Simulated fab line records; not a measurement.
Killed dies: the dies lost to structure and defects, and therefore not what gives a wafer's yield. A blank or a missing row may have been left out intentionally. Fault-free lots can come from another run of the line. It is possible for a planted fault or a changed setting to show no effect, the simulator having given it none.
Which tool was responsible? :: flow nand-harc :: 7 lots with 21 wafers sampled at 2 steps, on a route of 1159 steps

## WHAT THE GAUGES READ, wafer by wafer
NHARC_A_SOURCE_PLATE_THK_MEAS_09: measures by ellipsometry.
lot: L639
measured: day 7 17:14
on: film-metro-01
thk-nm (nm): 9.3 9.7 8.4

lot: L640
measured: day 8 02:09
on: film-metro-02
thk-nm (nm): 11.2 9.6 9.3

lot: L642
measured: day 8 22:13
on: film-metro-02
thk-nm (nm): 11.5 10.7 9.9

lot: L648
measured: day 10 00:51
on: film-metro-01
thk-nm (nm): 9.7 10.6 9.5

lot: L655
measured: day 11 20:29
on: film-metro-01
thk-nm (nm): 10.2 8.9 9.4

lot: L654
measured: day 11 20:29
on: film-metro-01
thk-nm (nm): 10.2 10.3 10.0

lot: L658
measured: day 12 07:20
on: film-metro-01
thk-nm (nm): 9.2 11.2 10.4

## TOOL THAT RAN EACH LOT (tool first, then ch and the chambers of the sampled wafers, then the start)
lot: L639
NHARC_A_ZERO_WELL_ETCH_13: rie-si-05 ch 2,3, day 7 07:57

lot: L640
NHARC_A_ZERO_WELL_ETCH_13: rie-si-06 ch 0,3, day 7 17:37

lot: L642
NHARC_A_ZERO_WELL_ETCH_13: rie-si-05 ch 0,3, day 8 13:56

lot: L648
NHARC_A_ZERO_WELL_ETCH_13: rie-si-01 ch 1,2, day 9 17:25

lot: L655
NHARC_A_ZERO_WELL_ETCH_13: rie-si-06 ch 0,1,2, day 11 11:58

lot: L654
NHARC_A_ZERO_WELL_ETCH_13: rie-si-01 ch 1,2, day 11 13:32

lot: L658
NHARC_A_ZERO_WELL_ETCH_13: rie-si-01 ch 1,2,3, day 11 22:52
- NHARC_A_ZERO_WELL_ETCH_13: etches the open film in HBr/Cl2, target depth 120 nm, time 40.1 s.

## THE ANSWER, worked out from the rows above alone
Rule: usual is defined by the lots themselves. The widest of any qualifying gaps counts: lots, ordered by their means at a reading, are off when they make up no more than a third of the lots, leave a main group of 4 or more, and stand apart from it by 3 or more times the standard deviation of that group's means. A main group is skipped when, at the precision printed for the reading in the tables above, its means are all equal. A lot without any number at a reading at which 4 lots or more have one is off too. Where the step has rows for the other lots, those lots are counted as sound.
None of the lots is off at any reading shown; this tells nothing.

## WHAT THE SIMULATOR HAD INSERTED
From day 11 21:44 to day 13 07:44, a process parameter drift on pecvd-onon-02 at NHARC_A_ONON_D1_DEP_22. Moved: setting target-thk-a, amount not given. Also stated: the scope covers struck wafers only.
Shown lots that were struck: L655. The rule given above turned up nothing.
